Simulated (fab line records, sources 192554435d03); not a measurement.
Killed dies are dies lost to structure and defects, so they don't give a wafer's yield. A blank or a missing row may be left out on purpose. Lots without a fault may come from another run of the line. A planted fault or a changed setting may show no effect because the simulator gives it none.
A struck lot beside a sound one | flow n5_finfet | 15 steps out of a route of 1938
Sound: wafers L939.1, L939.2, L939.6. Struck: wafers L947.1, L947.2, L947.4. The cause comes at the end.
At each step with rows: each side's tool, then ch and its chambers, then its first start. Under that, the readings that differ: sound wafers | struck wafers | difference of the means | sigmas: that difference in standard deviations of wafers without a fault.
alike: readings whose means differ by less than 2 such deviations, and words and numbers that are the same on both sides. not compared: withheld readings, readings that some wafer has no value for, bounds like >300 that may hide the same value, and numbers for which the record gives no deviation and whose values overlap.
The two part at a step that has a row with sigmas, a row that says differs or no value, or rows on one side only. Numbers that don't overlap but have no deviation are shown without sigmas and don't part them. A reading that every wafer of one side lacks parts them only if that side has two wafers or more.

first, 3 steps without rows for these wafers: N5_BEOL_M12_STRIP_69 (strips in N2/H2); N5_BEOL_M12_TRENCH_ETCH_34 (etches SiOC in C4F8/O2/Ar, target depth 318.95 nm, time 125.5 s); N5_BEOL_M12_STRIP_70 (strips in C4F8/O2/Ar).
N5_BEOL_M12_OCD_MEAS_35:
  sound on ocd-01, day 11 22:52; struck on ocd-02, day 14 10:51
  alike: trench_depth_nm
N5_BEOL_M12_STRIP_37: strips in N2/H2.
  sound on plasma_asher-02 ch 0,1, day 11 22:54; struck on plasma_asher-02 ch 0,1, day 14 10:53
  alike: drypump_motor_current_A, heater_power_w, oes_product_au
  not compared: rf_hours_counter_h
N5_BEOL_M12_ETCH_38: etches SiCN in CF4/N2, target depth 68.7 nm, time 73.4 s.
  sound on rie_diel-03 ch 0,1,2, day 12 00:13; struck on rie_diel-03 ch 1,3, day 14 15:19
  reading               | sound          | struck         | difference | sigmas
  oes_product_au (a.u.) | 0.69 0.70 0.89 | 0.97 0.88 0.97 | +0.18      | +2
  alike: drypump_motor_current_A, rf_fwd_power_W, rf_vpp_V, showerhead_plenum_p_Torr, throttle_valve_pct
  not compared: rf_hours_counter_h
then, 2 steps without rows for these wafers: N5_BEOL_M12_PRECLEAN_39 (cleans in residue remover, time 60 s); N5_BEOL_M12_SRD_40 (time 30 s, dry time 30 s).
N5_BEOL_M12_DEGAS_41: time 60 s.
  sound on pvd_sputter-03, day 12 00:50; struck on pvd_sputter-03, day 14 15:41
  alike: heater_power_w
N5_BEOL_M12_PRE_CLEAN_42: time 30 s.
  sound on pvd_sputter-03, day 12 00:53; struck on pvd_sputter-03, day 14 15:43
  alike: heater_power_w
then, 1 step without rows for these wafers: N5_BEOL_M12_SPUTTER_43 (material TaN, target thk 15 nm, time 24.19 s).
N5_BEOL_M12_SPUTTER_44: material Ta, target thk 10 nm, time 16.13 s.
  sound on pvd_sputter-03, day 12 01:00; struck on pvd_sputter-03, day 14 15:50
  alike: cathode_dc_power_W, throttle_valve_pct
N5_BEOL_M12_SPUTTER_45: material Cu, target thk 80 nm, time 13.33 s.
  sound on pvd_sputter-03, day 12 01:05; struck on pvd_sputter-03, day 14 15:55
  reading                | sound             | struck            | difference | sigmas
  cathode_dc_power_W (W) | 26003 25996 26001 | 27897 27895 27894 | +1895      | +99 or more
  alike: throttle_valve_pct
then, 1 step without rows for these wafers: N5_BEOL_M12_ECD_47 (material Cu, target thk 720 nm).
N5_PASSIVATION_PROBE_49:
  the record has rows for the sound wafers here (prober-02, day 13 10:01) and none for the struck ones

WHERE THEY PART
First at N5_BEOL_M12_ETCH_38; last, within this record, at N5_PASSIVATION_PROBE_49.

WHY: what the simulator had put in
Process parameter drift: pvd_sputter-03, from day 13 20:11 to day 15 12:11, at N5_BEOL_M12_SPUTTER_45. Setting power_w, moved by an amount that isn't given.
